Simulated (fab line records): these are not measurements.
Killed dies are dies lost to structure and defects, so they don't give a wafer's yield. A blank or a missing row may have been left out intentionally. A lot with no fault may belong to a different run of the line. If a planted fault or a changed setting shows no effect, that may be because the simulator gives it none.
fab line records ; flow nandHarc
record lots=24; wafers=72; lastDay=33
route steps=1302 shown P_M1@305 P_M2@334 P_BONDPAD@367
lots untouched by any fault: they come from a run of this same line in which no faults occurred
startH: hours from the record's opening day to when the first of the lot's shown wafers began ; waitH: hours from the lot's prior step to this one ; " same as the row above ; L1.1+2: several wafers, shown together as one row ; - either no value or no given start ; * or withheld: withheld ; < > ~ a bound
route shown NAME@n: a module of which the file shows steps, and the number in the route of the first ; usual: mean/standard deviation of fault-free wafers ; same: alike in all rows ; chamber/n: place in a boat ; sites: the reading at each site ; _std_site: the standard deviation of these ; _edge_site: inner sites' mean taken away from outer sites' mean ; radiusMm: for every site, how far away it sits from the centre of the wafer ; mask NAME#n: copy n ; behind: tool/chamber where the wafer was last shaped ; hold: reason for holding the lot/hours on hold/outcome of the hold ; device: the n, p or np transistor that did not switch ; end of line: tests of these same wafers at the route's end ; a step given without rows: its recipe and nothing more ; killed: not the wafer's yield, but the dies lost to structure and defects at the first sort ; map: a wafer's dies, marking killed ones x, the rest . and places with no die _
set.NAME: the run value of the setting; set.NAME@STEP: its run value at that earlier step ; model.NAME: the simulator's own value behind a step, which no gauge read
steps of the route over a sample of lots; a table a step, a row a wafer
services: the hour from which a tool's chamber was out of use, counted from the record's first day as startH (under 0 if before that day), plus the number of hours and why
## steps
# step NHARC_P_M1_DEGAS_29
# recipe tempC=250; timeS=60
# usual heaterPowerW=333/40
lot.wafer;tool;chamber;startH;waitH;heaterPowerW
L074.1;pvdSputter-01;-;125.24;-;358
L074.6;pvdSputter-01;-;125.24;-;310
L074.5;pvdSputter-01;-;125.24;-;351
L075.3;pvdSputter-02;-;138.72;-;292
L075.4;pvdSputter-02;-;138.72;-;325
L075.6;pvdSputter-02;-;138.72;-;293
L076.3;pvdSputter-01;-;141.60;-;357
L076.1;pvdSputter-01;-;141.60;-;393
L076.6;pvdSputter-01;-;141.60;-;329
L077.4;pvdSputter-01;-;160.09;-;326
L077.3;pvdSputter-01;-;160.09;-;303
L077.6;pvdSputter-01;-;160.09;-;418
L078.1;pvdSputter-01;-;163.88;-;409
L078.2;pvdSputter-01;-;163.88;-;362
L078.6;pvdSputter-01;-;163.88;-;414
L079.3;pvdSputter-02;-;174.75;-;285
L079.2;pvdSputter-02;-;174.75;-;302
L079.6;pvdSputter-02;-;174.75;-;283
L080.4;pvdSputter-03;-;186.87;-;296
L080.1;pvdSputter-03;-;186.87;-;292
L080.2;pvdSputter-03;-;186.87;-;315
L081.3;pvdSputter-03;-;193.29;-;318
L081.6;pvdSputter-03;-;193.29;-;294
L081.5;pvdSputter-03;-;193.29;-;372
L082.3;pvdSputter-02;-;211.32;-;327
L082.5;pvdSputter-02;-;211.32;-;303
L082.6;pvdSputter-02;-;211.32;-;315
L083.2;pvdSputter-02;-;216.79;-;303
L083.4;pvdSputter-02;-;216.79;-;316
L083.3;pvdSputter-02;-;216.79;-;291
L084.3;pvdSputter-01;-;224.72;-;329
L084.5;pvdSputter-01;-;224.72;-;406
L084.6;pvdSputter-01;-;224.72;-;308
L085.1;pvdSputter-03;-;237.46;-;284
L085.2;pvdSputter-03;-;237.46;-;329
L085.6;pvdSputter-03;-;237.46;-;371
L086.4;pvdSputter-03;-;248.31;-;324
L086.5;pvdSputter-03;-;248.31;-;287
L086.6;pvdSputter-03;-;248.31;-;329
L087.4;pvdSputter-03;-;257.38;-;362
L087.1;pvdSputter-03;-;257.38;-;287
L087.6;pvdSputter-03;-;257.38;-;364
L088.3;pvdSputter-02;-;278.14;-;315
L088.1;pvdSputter-02;-;278.14;-;289
L088.2;pvdSputter-02;-;278.14;-;297
L089.3;pvdSputter-03;-;281.02;-;295
L089.5;pvdSputter-03;-;281.02;-;295
L089.6;pvdSputter-03;-;281.02;-;365
L090.3;pvdSputter-01;-;287.88;-;417
L090.4;pvdSputter-01;-;287.88;-;338
L090.6;pvdSputter-01;-;287.88;-;316
L091.1;pvdSputter-02;-;296.34;-;279
L091.3;pvdSputter-02;-;296.34;-;381
L091.5;pvdSputter-02;-;296.34;-;277
L092.4;pvdSputter-02;-;308.88;-;308
L092.3;pvdSputter-02;-;308.88;-;272
L092.6;pvdSputter-02;-;308.88;-;301
L093.4;pvdSputter-02;-;322.49;-;302
L093.3;pvdSputter-02;-;322.49;-;394
L093.5;pvdSputter-02;-;322.49;-;394
L094.1;pvdSputter-02;-;333.16;-;383
L094.2;pvdSputter-02;-;333.16;-;285
L094.5;pvdSputter-02;-;333.16;-;270
L095.4;pvdSputter-01;-;356.26;-;361
L095.6;pvdSputter-01;-;356.26;-;366
L095.5;pvdSputter-01;-;356.26;-;340
L096.2;pvdSputter-01;-;365.20;-;318
L096.3;pvdSputter-01;-;365.20;-;338
L096.5;pvdSputter-01;-;365.20;-;383
L097.3;pvdSputter-01;-;366.48;-;340
L097.4;pvdSputter-01;-;366.48;-;374
L097.5;pvdSputter-01;-;366.48;-;343
# step NHARC_P_M1_CMP_23
# recipe tOverpolishS=20; targetThkNm=157.82
# usual edgeZonePressureFrac=1.000/0.0047; motorCurrentA=11.8/1; timeToEndpointS=28.4/2.7
lot.wafer;tool;chamber;startH;waitH;edgeZonePressureFrac;motorCurrentA;timeToEndpointS
L074.1;cmp-01;1;126.35;-;1.002;10.8;30.2
L074.5;cmp-01;0;126.35;-;0.996;11.1;31.8
L074.6;cmp-01;1;126.35;-;0.998;11.0;28.6
L075.3;cmp-02;1;139.83;-;1.002;9.7;28.0
L075.4;cmp-02;3;139.83;-;0.999;12.3;26.8
L075.6;cmp-02;2;139.83;-;0.998;12.8;31.9
L076.1;cmp-02;2;142.74;-;0.992;12.7;29.4
L076.3;cmp-02;3;142.74;-;1.004;11.2;28.8
L076.6;cmp-02;1;142.74;-;1.001;10.7;29.2
L077.3;cmp-02;3;161.38;-;1.002;12.0;26.2
L077.4;cmp-02;0;161.38;-;1.000;12.7;32.1
L077.6;cmp-02;1;161.38;-;0.994;9.9;26.6
L078.2;cmp-02;3;165.01;-;1.005;11.5;23.1
L078.1;cmp-02;0;165.01;-;0.995;11.9;27.1
L078.6;cmp-02;1;165.01;-;1.003;10.6;25.6
L079.3;cmp-01;0;175.86;-;1.002;11.2;32.2
L079.2;cmp-01;1;175.86;-;0.996;11.0;31.0
L079.6;cmp-01;0;175.86;-;1.001;11.3;33.4
L080.4;cmp-03;2;187.95;-;0.999;12.2;30.4
L080.1;cmp-03;0;187.95;-;0.995;11.7;28.0
L080.2;cmp-03;1;187.95;-;1.006;12.8;26.9
L081.3;cmp-03;1;194.47;-;1.008;12.6;27.2
L081.6;cmp-03;3;194.47;-;1.002;12.3;25.5
L081.5;cmp-03;0;194.47;-;0.997;10.7;26.1
L082.3;cmp-03;0;212.45;-;0.999;10.9;32.9
L082.6;cmp-03;2;212.45;-;0.996;12.1;28.6
L082.5;cmp-03;3;212.45;-;0.997;11.7;28.1
L083.4;cmp-03;0;217.86;-;0.993;10.6;28.7
L083.3;cmp-03;1;217.86;-;1.004;12.7;27.3
L083.2;cmp-03;2;217.86;-;1.006;13.1;25.8
L084.3;cmp-03;0;225.86;-;0.992;10.7;24.3
L084.6;cmp-03;1;225.86;-;0.998;12.2;26.9
L084.5;cmp-03;2;225.86;-;1.002;12.1;26.7
L085.1;cmp-03;0;238.60;-;1.002;11.9;23.6
L085.2;cmp-03;1;238.60;-;1.001;12.2;25.7
L085.6;cmp-03;2;238.60;-;1.001;12.0;25.8
L086.4;cmp-02;3;249.44;-;1.005;11.6;25.5
L086.5;cmp-02;1;249.44;-;0.999;9.5;25.8
L086.6;cmp-02;2;249.44;-;1.010;12.9;31.7
L087.4;cmp-02;1;258.46;-;0.998;10.1;27.6
L087.1;cmp-02;0;258.46;-;1.001;12.9;27.6
L087.6;cmp-02;1;258.46;-;1.000;9.5;27.3
L088.1;cmp-03;3;279.25;-;1.000;11.9;26.9
L088.3;cmp-03;0;279.25;-;1.005;11.3;25.0
L088.2;cmp-03;1;279.25;-;0.994;12.6;28.0
L089.3;cmp-03;0;282.19;-;1.006;11.9;29.2
L089.6;cmp-03;1;282.19;-;1.002;12.5;28.9
L089.5;cmp-03;2;282.19;-;0.996;12.6;31.2
L090.3;cmp-03;2;289.02;-;0.999;12.0;25.7
L090.4;cmp-03;3;289.02;-;0.997;12.4;26.2
L090.6;cmp-03;1;289.02;-;1.002;13.4;28.0
L091.1;cmp-02;1;297.46;-;1.008;9.6;28.9
L091.3;cmp-02;2;297.46;-;1.004;12.3;31.6
L091.5;cmp-02;2;297.46;-;1.001;12.9;32.0
L092.3;cmp-01;0;310.03;-;1.005;10.8;33.2
L092.4;cmp-01;3;310.03;-;0.992;13.3;26.3
L092.6;cmp-01;1;310.03;-;1.006;11.4;31.5
L093.3;cmp-02;3;323.59;-;1.003;12.5;31.3
L093.4;cmp-02;0;323.59;-;1.006;12.8;31.0
L093.5;cmp-02;3;323.59;-;1.004;11.7;31.2
L094.1;cmp-03;1;334.27;-;1.002;12.5;30.7
L094.2;cmp-03;2;334.27;-;1.002;12.2;30.4
L094.5;cmp-03;1;334.27;-;0.993;12.3;31.2
L095.4;cmp-02;0;357.80;-;0.988;12.7;31.0
L095.6;cmp-02;1;357.80;-;1.001;9.9;28.3
L095.5;cmp-02;2;357.80;-;1.001;12.3;32.8
L096.3;cmp-02;1;366.29;-;1.001;9.5;29.0
L096.2;cmp-02;0;366.29;-;0.996;13.0;28.4
L096.5;cmp-02;1;366.29;-;1.006;9.7;24.2
L097.4;cmp-02;3;367.57;-;0.994;11.6;25.9
L097.3;cmp-02;2;367.57;-;1.004;12.0;31.2
L097.5;cmp-02;3;367.57;-;1.003;11.6;26.3
# step NHARC_P_M2_CD_MEAS_16
# usual cdNm=170.4/0.89
lot.wafer;tool;chamber;startH;waitH;cdNm
L074.1;cdSem-01;-;128.67;-;169.8
L074.5;cdSem-01;-;128.67;-;169.8
L074.6;cdSem-01;-;128.67;-;169.4
L075.3;cdSem-02;-;142.08;-;170.4
L075.4;cdSem-02;-;142.08;-;170.6
L075.6;cdSem-02;-;142.08;-;171.3
L076.1;cdSem-01;-;144.98;-;169.6
L076.3;cdSem-01;-;144.98;-;171.8
L076.6;cdSem-01;-;144.98;-;169.1
L077.3;cdSem-03;-;163.70;-;170.0
L077.4;cdSem-03;-;163.70;-;170.5
L077.6;cdSem-03;-;163.70;-;170.1
L078.1;cdSem-03;-;167.31;-;171.1
L078.2;cdSem-03;-;167.31;-;171.3
L078.6;cdSem-03;-;167.31;-;170.6
L079.2;cdSem-01;-;178.22;-;171.8
L079.3;cdSem-01;-;178.22;-;170.2
L079.6;cdSem-01;-;178.22;-;168.9
L080.1;cdSem-01;-;190.23;-;171.3
L080.2;cdSem-01;-;190.23;-;169.8
L080.4;cdSem-01;-;190.23;-;168.9
L081.3;cdSem-03;-;196.70;-;169.5
L081.5;cdSem-03;-;196.70;-;171.2
L081.6;cdSem-03;-;196.70;-;169.5
L082.3;cdSem-01;-;214.82;-;170.4
L082.5;cdSem-01;-;214.82;-;170.1
L082.6;cdSem-01;-;214.82;-;170.3
L083.2;cdSem-03;-;220.23;-;170.3
L083.3;cdSem-03;-;220.23;-;171.4
L083.4;cdSem-03;-;220.23;-;170.6
L084.3;cdSem-03;-;228.35;-;170.8
L084.5;cdSem-03;-;228.35;-;171.1
L084.6;cdSem-03;-;228.35;-;171.3
L085.1;cdSem-02;-;240.91;-;170.5
L085.2;cdSem-02;-;240.91;-;171.6
L085.6;cdSem-02;-;240.91;-;170.7
L086.4;cdSem-03;-;251.60;-;170.8
L086.5;cdSem-03;-;251.60;-;171.8
L086.6;cdSem-03;-;251.60;-;172.2
L087.1;cdSem-03;-;260.86;-;171.4
L087.4;cdSem-03;-;260.86;-;171.1
L087.6;cdSem-03;-;260.86;-;171.3
L088.1;cdSem-03;-;281.64;-;171.3
L088.2;cdSem-03;-;281.64;-;171.4
L088.3;cdSem-03;-;281.64;-;171.5
L089.3;cdSem-01;-;284.50;-;169.7
L089.5;cdSem-01;-;284.50;-;169.3
L089.6;cdSem-01;-;284.50;-;169.2
L090.3;cdSem-02;-;291.37;-;169.6
L090.4;cdSem-02;-;291.37;-;169.1
L090.6;cdSem-02;-;291.37;-;170.0
L091.1;cdSem-01;-;300.01;-;169.8
L091.3;cdSem-01;-;300.01;-;169.7
L091.5;cdSem-01;-;300.01;-;171.2
L092.3;cdSem-02;-;312.40;-;171.3
L092.4;cdSem-02;-;312.40;-;170.0
L092.6;cdSem-02;-;312.40;-;171.8
L093.3;cdSem-01;-;326.09;-;170.4
L093.4;cdSem-01;-;326.09;-;169.9
L093.5;cdSem-01;-;326.09;-;171.2
L094.1;cdSem-01;-;336.77;-;169.6
L094.2;cdSem-01;-;336.77;-;169.5
L094.5;cdSem-01;-;336.77;-;169.8
L095.4;cdSem-02;-;359.98;-;169.8
L095.5;cdSem-02;-;359.98;-;169.1
L095.6;cdSem-02;-;359.98;-;169.9
L096.2;cdSem-03;-;368.53;-;171.3
L096.3;cdSem-03;-;368.53;-;171.5
L096.5;cdSem-03;-;368.53;-;170.6
L097.3;cdSem-03;-;369.80;-;169.3
L097.4;cdSem-03;-;369.80;-;170.4
L097.5;cdSem-03;-;369.80;-;169.9
# step NHARC_P_M2_DEGAS_29
# recipe tempC=250; timeS=60
# usual heaterPowerW=336/41
lot.wafer;tool;chamber;startH;waitH;heaterPowerW
L074.1;pvdSputter-02;-;129.39;-;318
L074.5;pvdSputter-02;-;129.39;-;305
L074.6;pvdSputter-02;-;129.39;-;313
L075.4;pvdSputter-02;-;142.79;-;390
L075.3;pvdSputter-02;-;142.79;-;287
L075.6;pvdSputter-02;-;142.79;-;391
L076.3;pvdSputter-03;-;145.70;-;283
L076.1;pvdSputter-03;-;145.70;-;317
L076.6;pvdSputter-03;-;145.70;-;285
L077.3;pvdSputter-01;-;164.41;-;316
L077.4;pvdSputter-01;-;164.41;-;331
L077.6;pvdSputter-01;-;164.41;-;403
L078.1;pvdSputter-02;-;168.02;-;288
L078.2;pvdSputter-02;-;168.02;-;388
L078.6;pvdSputter-02;-;168.02;-;300
L079.2;pvdSputter-02;-;178.93;-;301
L079.3;pvdSputter-02;-;178.93;-;394
L079.6;pvdSputter-02;-;178.93;-;305
L080.4;pvdSputter-02;-;190.95;-;303
L080.1;pvdSputter-02;-;190.95;-;319
L080.2;pvdSputter-02;-;190.95;-;396
L081.3;pvdSputter-01;-;197.49;-;360
L081.6;pvdSputter-01;-;197.49;-;403
L081.5;pvdSputter-01;-;197.49;-;315
L082.3;pvdSputter-02;-;215.53;-;302
L082.6;pvdSputter-02;-;215.53;-;296
L082.5;pvdSputter-02;-;215.53;-;318
L083.3;pvdSputter-02;-;220.93;-;307
L083.2;pvdSputter-02;-;220.93;-;385
L083.4;pvdSputter-02;-;220.93;-;291
L084.3;pvdSputter-03;-;229.09;-;285
L084.6;pvdSputter-03;-;229.09;-;292
L084.5;pvdSputter-03;-;229.09;-;369
L085.2;pvdSputter-01;-;241.69;-;335
L085.1;pvdSputter-01;-;241.69;-;361
L085.6;pvdSputter-01;-;241.69;-;402
L086.4;pvdSputter-01;-;252.37;-;357
L086.6;pvdSputter-01;-;252.37;-;355
L086.5;pvdSputter-01;-;252.37;-;341
L087.4;pvdSputter-01;-;261.65;-;361
L087.1;pvdSputter-01;-;261.65;-;341
L087.6;pvdSputter-01;-;261.65;-;404
L088.3;pvdSputter-01;-;282.35;-;405
L088.2;pvdSputter-01;-;282.35;-;366
L088.1;pvdSputter-01;-;282.35;-;336
L089.3;pvdSputter-01;-;285.23;-;371
L089.6;pvdSputter-01;-;285.23;-;399
L089.5;pvdSputter-01;-;285.23;-;320
L090.4;pvdSputter-01;-;292.08;-;402
L090.3;pvdSputter-01;-;292.08;-;319
L090.6;pvdSputter-01;-;292.08;-;398
L091.1;pvdSputter-01;-;300.73;-;317
L091.3;pvdSputter-01;-;300.73;-;344
L091.5;pvdSputter-01;-;300.73;-;322
L092.3;pvdSputter-03;-;313.12;-;319
L092.4;pvdSputter-03;-;313.12;-;293
L092.6;pvdSputter-03;-;313.12;-;324
L093.3;pvdSputter-03;-;326.81;-;364
L093.4;pvdSputter-03;-;326.81;-;289
L093.5;pvdSputter-03;-;326.81;-;374
L094.1;pvdSputter-03;-;337.49;-;298
L094.2;pvdSputter-03;-;337.49;-;285
L094.5;pvdSputter-03;-;337.49;-;295
L095.4;pvdSputter-03;-;360.72;-;306
L095.5;pvdSputter-03;-;360.72;-;391
L095.6;pvdSputter-03;-;360.72;-;308
L096.3;pvdSputter-03;-;369.25;-;400
L096.2;pvdSputter-03;-;369.25;-;302
L096.5;pvdSputter-03;-;369.25;-;303
L097.4;pvdSputter-02;-;370.51;-;278
L097.3;pvdSputter-02;-;370.51;-;300
L097.5;pvdSputter-02;-;370.51;-;390
# step NHARC_P_M2_PRE_CLEAN_30
# recipe timeS=30; tempC=280; gas=H2/He
# usual heaterPowerW=411/47
lot.wafer;tool;chamber;startH;waitH;heaterPowerW
L074.1;pvdSputter-02;-;-;-;402
L074.5;pvdSputter-02;-;-;-;354
L074.6;pvdSputter-02;-;-;-;375
L075.3;pvdSputter-02;-;-;-;488
L075.4;pvdSputter-02;-;-;-;366
L075.6;pvdSputter-02;-;-;-;477
L076.1;pvdSputter-03;-;-;-;469
L076.3;pvdSputter-03;-;-;-;359
L076.6;pvdSputter-03;-;-;-;340
L077.4;pvdSputter-01;-;-;-;386
L077.3;pvdSputter-01;-;-;-;437
L077.6;pvdSputter-01;-;-;-;384
L078.2;pvdSputter-02;-;-;-;355
L078.1;pvdSputter-02;-;-;-;387
L078.6;pvdSputter-02;-;-;-;361
L079.3;pvdSputter-02;-;-;-;358
L079.2;pvdSputter-02;-;-;-;477
L079.6;pvdSputter-02;-;-;-;359
L080.4;pvdSputter-02;-;-;-;374
L080.1;pvdSputter-02;-;-;-;394
L080.2;pvdSputter-02;-;-;-;462
L081.3;pvdSputter-01;-;-;-;433
L081.6;pvdSputter-01;-;-;-;444
L081.5;pvdSputter-01;-;-;-;413
L082.3;pvdSputter-02;-;-;-;372
L082.6;pvdSputter-02;-;-;-;364
L082.5;pvdSputter-02;-;-;-;388
L083.4;pvdSputter-02;-;-;-;370
L083.2;pvdSputter-02;-;-;-;483
L083.3;pvdSputter-02;-;-;-;347
L084.3;pvdSputter-03;-;-;-;460
L084.6;pvdSputter-03;-;-;-;452
L084.5;pvdSputter-03;-;-;-;348
L085.2;pvdSputter-01;-;-;-;452
L085.1;pvdSputter-01;-;-;-;476
L085.6;pvdSputter-01;-;-;-;417
L086.4;pvdSputter-01;-;-;-;398
L086.5;pvdSputter-01;-;-;-;485
L086.6;pvdSputter-01;-;-;-;393
L087.1;pvdSputter-01;-;-;-;406
L087.4;pvdSputter-01;-;-;-;401
L087.6;pvdSputter-01;-;-;-;494
L088.3;pvdSputter-01;-;-;-;458
L088.1;pvdSputter-01;-;-;-;416
L088.2;pvdSputter-01;-;-;-;503
L089.3;pvdSputter-01;-;-;-;383
L089.5;pvdSputter-01;-;-;-;425
L089.6;pvdSputter-01;-;-;-;474
L090.4;pvdSputter-01;-;-;-;488
L090.3;pvdSputter-01;-;-;-;391
L090.6;pvdSputter-01;-;-;-;424
L091.3;pvdSputter-01;-;-;-;413
L091.1;pvdSputter-01;-;-;-;384
L091.5;pvdSputter-01;-;-;-;447
L092.4;pvdSputter-03;-;-;-;357
L092.3;pvdSputter-03;-;-;-;365
L092.6;pvdSputter-03;-;-;-;404
L093.3;pvdSputter-03;-;-;-;460
L093.4;pvdSputter-03;-;-;-;352
L093.5;pvdSputter-03;-;-;-;359
L094.1;pvdSputter-03;-;-;-;393
L094.2;pvdSputter-03;-;-;-;357
L094.5;pvdSputter-03;-;-;-;355
L095.4;pvdSputter-03;-;-;-;394
L095.6;pvdSputter-03;-;-;-;375
L095.5;pvdSputter-03;-;-;-;396
L096.3;pvdSputter-03;-;-;-;487
L096.2;pvdSputter-03;-;-;-;382
L096.5;pvdSputter-03;-;-;-;486
L097.3;pvdSputter-02;-;-;-;338
L097.4;pvdSputter-02;-;-;-;371
L097.5;pvdSputter-02;-;-;-;369
# step NHARC_P_BONDPAD_DESCUM_11
# recipe timeS=3; o2FlowSccm=200; arFlowSccm=0; biasPowerW=0; chemistry=O2
# usual drypumpMotorCurrentA=5.7/0.46; oesProductAu=0.999/0.0094; rfVppV=57.7/0.89; showerheadPlenumPTorr=1.89/0.074; throttleValvePct=11.312/0.0088
lot.wafer;tool;chamber;startH;waitH;drypumpMotorCurrentA;oesProductAu;rfHoursCounterH;rfVppV;showerheadPlenumPTorr;throttleValvePct
L074.1;rieDiel-07;3;132.82;-;6.4;1.023;0;58.1;1.83;11.335
L074.6;rieDiel-07;1;132.82;-;5.6;0.997;-;58.1;1.84;11.305
L074.5;rieDiel-07;2;132.82;-;6.0;1.001;-;58.9;1.97;11.301
L075.3;rieDiel-07;0;146.36;-;5.1;0.991;1;59.3;2.05;11.327
L075.4;rieDiel-07;2;146.36;-;6.0;1.008;1;58.8;1.97;11.317
L075.6;rieDiel-07;3;146.36;-;6.4;1.014;-;57.4;1.83;11.314
L076.3;rieDiel-11;1;149.27;-;5.9;0.996;1;58.4;1.80;11.315
L076.1;rieDiel-11;3;149.27;-;5.2;1.000;1;57.0;1.86;11.290
L076.6;rieDiel-11;0;149.27;-;5.7;1.001;-;58.2;1.86;11.316
L077.3;rieDiel-11;2;168.20;-;5.0;0.991;2;57.5;1.90;11.329
L077.4;rieDiel-11;3;168.20;-;5.2;0.990;2;57.4;1.86;11.310
L077.6;rieDiel-11;3;168.20;-;5.2;0.990;-;59.0;1.86;11.306
L078.2;rieDiel-08;2;171.60;-;6.3;1.013;7;57.4;1.81;11.309
L078.1;rieDiel-08;3;171.60;-;6.8;1.004;9;57.2;1.99;11.309
L078.6;rieDiel-08;0;171.60;-;5.7;1.006;-;58.6;1.93;11.318
L079.2;rieDiel-11;0;182.37;-;5.7;0.999;2;55.2;1.86;11.324
L079.3;rieDiel-11;1;182.37;-;5.9;0.982;2;58.6;1.80;11.318
L079.6;rieDiel-11;0;182.37;-;5.7;0.998;-;57.2;1.86;11.309
L080.1;rieDiel-11;3;194.38;-;5.2;0.991;3;58.0;1.86;11.325
L080.4;rieDiel-11;0;194.38;-;5.7;0.990;3;55.9;1.86;11.313
L080.2;rieDiel-11;1;194.38;-;5.9;0.995;3;56.8;1.80;11.315
L081.3;rieDiel-08;2;200.93;-;6.2;0.996;0;57.7;1.81;11.308
L081.6;rieDiel-08;3;200.93;-;6.9;0.994;-;58.2;1.99;11.320
L081.5;rieDiel-08;0;200.93;-;5.7;1.008;-;57.5;1.93;11.325
L082.3;rieDiel-11;2;219.08;-;5.1;0.995;3;59.9;1.90;11.325
L082.6;rieDiel-11;1;219.08;-;5.9;0.993;-;56.9;1.80;11.314
L082.5;rieDiel-11;2;219.08;-;5.1;0.994;-;58.6;1.90;11.316
L083.3;rieDiel-11;3;224.44;-;5.2;0.990;3;57.7;1.86;11.308
L083.4;rieDiel-11;0;224.44;-;5.7;1.004;3;57.9;1.86;11.312
L083.2;rieDiel-11;1;224.44;-;5.9;0.996;3;57.0;1.80;11.317
L084.3;rieDiel-07;3;232.68;-;6.4;1.008;7;56.1;1.83;11.313
L084.6;rieDiel-07;3;232.68;-;6.4;1.016;-;57.4;1.83;11.315
L084.5;rieDiel-07;1;232.68;-;5.6;0.992;-;57.3;1.84;11.299
L085.2;rieDiel-07;1;245.14;-;5.6;0.997;8;57.0;1.84;11.321
L085.1;rieDiel-07;2;245.14;-;6.0;1.002;8;58.9;1.97;11.302
L085.6;rieDiel-07;2;245.14;-;6.0;0.997;-;56.0;1.97;11.312
L086.4;rieDiel-07;0;255.80;-;5.1;0.991;8;58.8;2.05;11.314
L086.5;rieDiel-07;2;255.80;-;6.0;1.003;-;58.7;1.97;11.295
L086.6;rieDiel-07;3;255.80;-;6.4;0.997;-;56.8;1.83;11.298
L087.1;rieDiel-11;1;265.06;-;5.8;1.001;0;58.0;1.80;11.313
L087.4;rieDiel-11;3;265.06;-;5.1;1.009;0;57.1;1.86;11.303
L087.6;rieDiel-11;2;265.06;-;5.1;1.020;-;57.5;1.90;11.304
L088.1;rieDiel-07;2;285.78;-;6.0;0.993;10;57.6;1.97;11.310
L088.3;rieDiel-07;3;285.78;-;6.4;1.012;9;57.7;1.83;11.319
L088.2;rieDiel-07;0;285.78;-;5.1;0.978;9;58.3;2.05;11.300
L089.3;rieDiel-07;3;288.65;-;6.4;1.008;10;57.1;1.83;11.309
L089.5;rieDiel-07;2;288.65;-;6.0;1.006;-;58.6;1.97;11.313
L089.6;rieDiel-07;3;288.65;-;6.4;1.011;-;56.4;1.83;11.319
L090.4;rieDiel-11;2;295.79;-;5.0;1.021;1;56.5;1.90;11.297
L090.3;rieDiel-11;3;295.79;-;5.2;1.011;1;57.2;1.86;11.325
L090.6;rieDiel-11;1;295.79;-;5.9;0.997;-;57.4;1.80;11.316
L091.3;rieDiel-11;1;304.44;-;5.9;0.989;1;56.1;1.80;11.304
L091.1;rieDiel-11;3;304.44;-;5.1;0.994;1;57.4;1.86;11.310
L091.5;rieDiel-11;0;304.44;-;5.7;1.009;-;57.2;1.86;11.314
L092.3;rieDiel-08;0;316.66;-;5.7;0.998;8;57.3;1.93;11.324
L092.4;rieDiel-08;3;316.66;-;6.8;0.995;6;58.8;1.99;11.327
L092.6;rieDiel-08;0;316.66;-;5.7;0.999;-;60.0;1.93;11.292
L093.3;rieDiel-08;1;330.82;-;5.2;0.996;9;57.9;2.02;11.306
L093.4;rieDiel-08;2;330.82;-;6.2;1.000;-;56.6;1.81;11.320
L093.5;rieDiel-08;0;330.82;-;5.7;1.006;-;59.1;1.93;11.318
L094.1;rieDiel-08;1;341.27;-;5.2;0.997;9;57.9;2.02;11.315
L094.2;rieDiel-08;2;341.27;-;6.2;0.987;9;58.1;1.81;11.312
L094.5;rieDiel-08;2;341.27;-;6.2;0.992;-;58.2;1.81;11.311
L095.4;rieDiel-11;2;364.29;-;5.1;1.013;1;58.0;1.90;11.325
L095.5;rieDiel-11;0;364.29;-;5.7;1.004;-;57.6;1.86;11.311
L095.6;rieDiel-11;1;364.29;-;5.9;0.999;-;56.9;1.80;11.317
L096.3;rieDiel-11;1;372.78;-;5.9;0.996;2;57.9;1.80;11.306
L096.2;rieDiel-11;2;372.78;-;5.1;1.006;2;59.5;1.90;11.308
L096.5;rieDiel-11;0;372.78;-;5.8;0.994;-;58.0;1.86;11.304
L097.3;rieDiel-11;0;374.09;-;5.7;0.995;3;56.8;1.86;11.307
L097.4;rieDiel-11;1;374.09;-;5.8;0.994;2;57.3;1.80;11.302
L097.5;rieDiel-11;0;374.09;-;5.8;0.997;-;58.3;1.86;11.309
## services
tool;chamber;startH;hours;kind
pvdSputter-02;-;104.00;10.0;pm
cmp-02;-;115.78;1.1;repair
rieDiel-11;1;124.62;2.1;repair
cmp-02;-;134.50;4.0;pm
pvdSputter-03;-;152.15;6.9;repair
cmp-02;-;158.13;0.4;repair
pvdSputter-02;-;160.38;1.7;repair
cmp-03;-;162.12;4.0;pm
pvdSputter-03;-;171.58;10.0;pm
pvdSputter-01;-;175.32;3.9;repair
pvdSputter-01;-;208.35;10.5;repair
pvdSputter-01;-;226.00;10.0;pm
cmp-02;-;232.50;4.0;pm
pvdSputter-01;-;248.13;2.1;repair
rieDiel-11;-;255.50;9.0;pm
cmp-03;-;260.12;4.0;pm
pvdSputter-01;-;280.54;0.9;repair
pvdSputter-02;-;282.00;10.0;pm
cmp-02;-;330.50;4.0;pm
pvdSputter-01;-;330.87;9.8;repair
rieDiel-11;-;337.29;4.5;repair
rieDiel-11;2;348.45;10.5;repair
pvdSputter-03;-;349.58;10.0;pm
cmp-03;-;353.78;1.9;repair
## key
fault none
